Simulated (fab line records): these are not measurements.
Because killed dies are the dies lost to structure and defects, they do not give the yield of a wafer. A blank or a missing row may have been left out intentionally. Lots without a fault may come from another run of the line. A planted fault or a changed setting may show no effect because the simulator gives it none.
Matching of chambers	flow n5Finfet	aldSin-04 running N5_SDB_ALD_29: 4 sister chambers
The step deposits SiNx, target thk 30 nm, pulse time 1 s, ald cycles 600. 8 wafers are shown with their chamber, then 12 later ones without.

## WAFERS WITH THEIR CHAMBER
wafer	chamber	heaterPowerW (W)	precursorPulseHeightRel
L083.4	3	910	1.002
L085.4	3	885	1.013
L086.3	1	870	0.995
L086.4	0	941	0.968
L086.5	2	841	0.981
L088.3	0	918	1.006
L088.4	2	854	0.984
L088.5	1	910	1.022

## WAFERS WHOSE CHAMBER IS MISSING
wafer	heaterPowerW (W)	precursorPulseHeightRel
L090.1	956	0.988
L090.4	847	0.968
L090.5	881	1.013
L093.1	910	1.004
L093.3	846	1.005
L093.4	890	1.002
L094.1	872	1.022
L094.4	934	0.993
L094.6	935	0.983
L095.1	921	0.999
L095.4	928	1.003
L095.6	929	1.009

## CHAMBER TAKEN BY EACH
wafer	from the rows above	in truth
L090.1	can't be placed: 0 or 3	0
L090.4	2	2
L090.5	can't be placed: 1 or 3 or 2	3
L093.1	can't be placed: 3 or 1 or 0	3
L093.3	can't be placed: 2 or 1 or 3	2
L093.4	can't be placed: 1 or 3 or 0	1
L094.1	can't be placed: 1 or 3 or 2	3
L094.4	can't be placed: 0 or 3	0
L094.6	0	0
L095.1	can't be placed: 0 or 3 or 1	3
L095.4	can't be placed: 0 or 3 or 1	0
L095.6	can't be placed: 0 or 3 or 1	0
Placed correctly: 2 of 12. Not placeable from these rows: 10 (in 10, the candidates include the true chamber). 0 placed wrongly.
How it was worked out, from the rows above alone: a wafer's distance from a chamber is the root of the sum, over the readings, of the square of ((its reading less the chamber's mean) divided by the reading's scatter). If the next closest chamber is less than 2 further off than the closest, the wafer can't be placed; otherwise it belongs to the closest. The mean given for a chamber averages the wafers shown for that chamber. How the scatter is found: for the shown wafers, subtract from each reading the mean of its chamber, square and add these, divide the total by (wafers less chambers), then take the root.
